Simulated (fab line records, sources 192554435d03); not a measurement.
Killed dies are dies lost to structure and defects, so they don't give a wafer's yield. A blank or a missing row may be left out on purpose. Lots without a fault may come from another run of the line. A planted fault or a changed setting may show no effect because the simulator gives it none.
Chamber matching | flow n5_finfet | N5_GATE_CUT_STRIP_59 on rie_diel-06: 4 sister chambers
The step strips in N2/H2, time 20 s. 18 wafers are shown with their chamber, then 9 later ones without.

WAFERS WITH THEIR CHAMBER
wafer  | chamber | drypump_motor_current_A (A) | throttle_valve_pct (%) | showerhead_plenum_p_Torr (Torr)
L078.1 | 2       | 5.8                         | 12.18                  | 3.42
L078.3 | 1       | 5.7                         | 12.48                  | 3.19
L078.4 | 3       | 5.2                         | 12.47                  | 3.32
L081.3 | 3       | 5.2                         | 12.51                  | 3.32
L081.5 | 0       | 5.4                         | 12.44                  | 3.36
L081.6 | 1       | 5.7                         | 12.50                  | 3.19
L082.2 | 2       | 5.8                         | 12.19                  | 3.42
L082.4 | 3       | 5.2                         | 12.50                  | 3.32
L082.5 | 1       | 5.8                         | 12.50                  | 3.19
L083.2 | 1       | 5.7                         | 12.49                  | 3.19
L083.3 | 3       | 5.2                         | 12.50                  | 3.32
L083.6 | 1       | 5.8                         | 12.50                  | 3.19
L084.2 | 1       | 5.7                         | 12.51                  | 3.19
L084.3 | 0       | 5.4                         | 12.45                  | 3.36
L084.4 | 3       | 5.2                         | 12.50                  | 3.32
L093.1 | 2       | 5.9                         | 12.25                  | 3.40
L093.3 | 1       | 5.7                         | 11.90                  | 3.59
L093.6 | 2       | 5.9                         | 12.23                  | 3.40

SIGNATURES (means of the wafers above)
reading                  | chamber 0 | chamber 1 | chamber 2 | chamber 3 | scatter within a chamber
drypump_motor_current_A  | 5.400     | 5.729     | 5.850     | 5.200     | 0.0416
throttle_valve_pct       | 12.4450   | 12.4114   | 12.2125   | 12.4960   | 0.149
showerhead_plenum_p_Torr | 3.3600    | 3.2471    | 3.4100    | 3.3200    | 0.0991
Rule: a wafer's distance from a chamber is the root of the sum, over the readings, of the square of ((its reading less the chamber's mean) divided by the reading's scatter). The wafer belongs to the nearest chamber; if the next one is less than 2 further off, it can't be placed. The scatter: the root of (the sum of the squares of (reading less its chamber's mean) over the shown wafers, divided by (wafers less chambers)).

WAFERS WITHOUT THEIR CHAMBER
wafer  | drypump_motor_current_A (A) | throttle_valve_pct (%) | showerhead_plenum_p_Torr (Torr)
L095.2 | 5.1                         | 11.93                  | 3.31
L095.3 | 5.4                         | 12.53                  | 3.34
L095.6 | 5.7                         | 11.90                  | 3.58
L096.4 | 5.4                         | 12.52                  | 3.34
L096.5 | 5.8                         | 12.26                  | 3.40
L096.6 | 5.8                         | 11.92                  | 3.58
L097.1 | 5.4                         | 12.53                  | 3.34
L097.3 | 5.8                         | 12.26                  | 3.40
L097.6 | 5.8                         | 12.28                  | 3.40

WHICH CHAMBER EACH WENT THROUGH
wafer  | from the rows above     | in truth
L095.2 | 3                       | 3
L095.3 | 0                       | 0
L095.6 | can't be placed: 2 or 1 | 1
L096.4 | 0                       | 0
L096.5 | can't be placed: 2 or 1 | 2
L096.6 | 2                       | 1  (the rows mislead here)
L097.1 | 0                       | 0
L097.3 | can't be placed: 2 or 1 | 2
L097.6 | can't be placed: 2 or 1 | 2
Placed correctly: 4 of 9. Can't be placed from these rows: 4 (the true chamber is among the candidates in 4). Placed wrongly: 1.
